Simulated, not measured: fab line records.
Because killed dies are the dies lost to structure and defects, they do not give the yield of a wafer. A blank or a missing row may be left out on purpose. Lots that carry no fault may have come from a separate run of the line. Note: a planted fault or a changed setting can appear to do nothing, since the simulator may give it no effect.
Matching of chambers || flow n5 finfet || N5_MOL_CONTACT_COAG_ETCHBACK_134 on rie diel-06 has 4 sister chambers
The step etches SiO2 in CHF3, target depth 10 nm, time 6.7 s. 16 wafers are shown with their chamber, then 8 later ones without.

WAFERS, EACH WITH ITS CHAMBER
{"wafer": "L074.2", "chamber": 0, "rf vpp V (V)": 523, "drypump motor current A (A)": 5.59, "showerhead plenum p Torr (Torr)": 2.52}
{"wafer": "L074.3", "chamber": 1, "rf vpp V (V)": 533, "drypump motor current A (A)": 5.59, "showerhead plenum p Torr (Torr)": 2.34}
{"wafer": "L074.6", "chamber": 3, "rf vpp V (V)": 514, "drypump motor current A (A)": 5.27, "showerhead plenum p Torr (Torr)": 2.46}
{"wafer": "L075.2", "chamber": 1, "rf vpp V (V)": 534, "drypump motor current A (A)": 5.62, "showerhead plenum p Torr (Torr)": 2.34}
{"wafer": "L075.3", "chamber": 3, "rf vpp V (V)": 514, "drypump motor current A (A)": 5.26, "showerhead plenum p Torr (Torr)": 2.46}
{"wafer": "L075.5", "chamber": 1, "rf vpp V (V)": 533, "drypump motor current A (A)": 5.62, "showerhead plenum p Torr (Torr)": 2.34}
{"wafer": "L080.1", "chamber": 1, "rf vpp V (V)": 535, "drypump motor current A (A)": 5.61, "showerhead plenum p Torr (Torr)": 2.33}
{"wafer": "L080.2", "chamber": 0, "rf vpp V (V)": 523, "drypump motor current A (A)": 5.57, "showerhead plenum p Torr (Torr)": 2.51}
{"wafer": "L080.6", "chamber": 2, "rf vpp V (V)": 542, "drypump motor current A (A)": 5.76, "showerhead plenum p Torr (Torr)": 2.54}
{"wafer": "L084.1", "chamber": 2, "rf vpp V (V)": 542, "drypump motor current A (A)": 5.74, "showerhead plenum p Torr (Torr)": 2.54}
{"wafer": "L084.4", "chamber": 1, "rf vpp V (V)": 533, "drypump motor current A (A)": 5.61, "showerhead plenum p Torr (Torr)": 2.33}
{"wafer": "L084.6", "chamber": 3, "rf vpp V (V)": 515, "drypump motor current A (A)": 5.26, "showerhead plenum p Torr (Torr)": 2.45}
{"wafer": "L086.2", "chamber": 0, "rf vpp V (V)": 522, "drypump motor current A (A)": 5.60, "showerhead plenum p Torr (Torr)": 2.51}
{"wafer": "L086.3", "chamber": 2, "rf vpp V (V)": 542, "drypump motor current A (A)": 5.75, "showerhead plenum p Torr (Torr)": 2.53}
{"wafer": "L086.4", "chamber": 3, "rf vpp V (V)": 514, "drypump motor current A (A)": 5.25, "showerhead plenum p Torr (Torr)": 2.45}
{"wafer": "L087.1", "chamber": 1, "rf vpp V (V)": 533, "drypump motor current A (A)": 5.62, "showerhead plenum p Torr (Torr)": 2.32}

SIGNATURES (means of the wafers above)
{"reading": "rf vpp V", "chamber 0": 522.67, "chamber 1": 533.50, "chamber 2": 542.00, "chamber 3": 514.25, "scatter within a chamber": 0.64}
{"reading": "drypump motor current A", "chamber 0": 5.5867, "chamber 1": 5.6117, "chamber 2": 5.7500, "chamber 3": 5.2600, "scatter within a chamber": 0.0114}
{"reading": "showerhead plenum p Torr", "chamber 0": 2.5133, "chamber 1": 2.3333, "chamber 2": 2.5367, "chamber 3": 2.4550, "scatter within a chamber": 0.00687}
Rule: for each reading, subtract the chamber's mean from the wafer's reading, divide by that reading's scatter and square the result; add these up over the readings and take the root, which gives the wafer's distance from the chamber. If the next closest chamber is less than 2 further off than the closest, the wafer can't be placed; otherwise it belongs to the closest. The scatter: the root of (the sum of the squares of (reading less its chamber's mean) over the shown wafers, divided by (wafers less chambers)).

WAFERS WITH NO CHAMBER GIVEN
{"wafer": "L087.2", "rf vpp V (V)": 523, "drypump motor current A (A)": 5.56, "showerhead plenum p Torr (Torr)": 2.51}
{"wafer": "L087.6", "rf vpp V (V)": 535, "drypump motor current A (A)": 5.62, "showerhead plenum p Torr (Torr)": 2.33}
{"wafer": "L090.2", "rf vpp V (V)": 542, "drypump motor current A (A)": 5.75, "showerhead plenum p Torr (Torr)": 2.53}
{"wafer": "L090.3", "rf vpp V (V)": 532, "drypump motor current A (A)": 5.61, "showerhead plenum p Torr (Torr)": 2.32}
{"wafer": "L090.4", "rf vpp V (V)": 523, "drypump motor current A (A)": 5.57, "showerhead plenum p Torr (Torr)": 2.51}
{"wafer": "L096.3", "rf vpp V (V)": 543, "drypump motor current A (A)": 5.74, "showerhead plenum p Torr (Torr)": 2.53}
{"wafer": "L096.5", "rf vpp V (V)": 523, "drypump motor current A (A)": 5.57, "showerhead plenum p Torr (Torr)": 2.50}
{"wafer": "L096.6", "rf vpp V (V)": 515, "drypump motor current A (A)": 5.28, "showerhead plenum p Torr (Torr)": 2.44}

THE CHAMBER EACH PASSED THROUGH
{"wafer": "L087.2", "from the rows above": 0, "in truth": 0}
{"wafer": "L087.6", "from the rows above": 1, "in truth": 1}
{"wafer": "L090.2", "from the rows above": 2, "in truth": 2}
{"wafer": "L090.3", "from the rows above": 1, "in truth": 1}
{"wafer": "L090.4", "from the rows above": 0, "in truth": 0}
{"wafer": "L096.3", "from the rows above": 2, "in truth": 2}
{"wafer": "L096.5", "from the rows above": 0, "in truth": 0}
{"wafer": "L096.6", "from the rows above": 3, "in truth": 3}
Placed correctly: 8 of 8. Left unplaced by these rows: 0. Placed wrongly: 0.
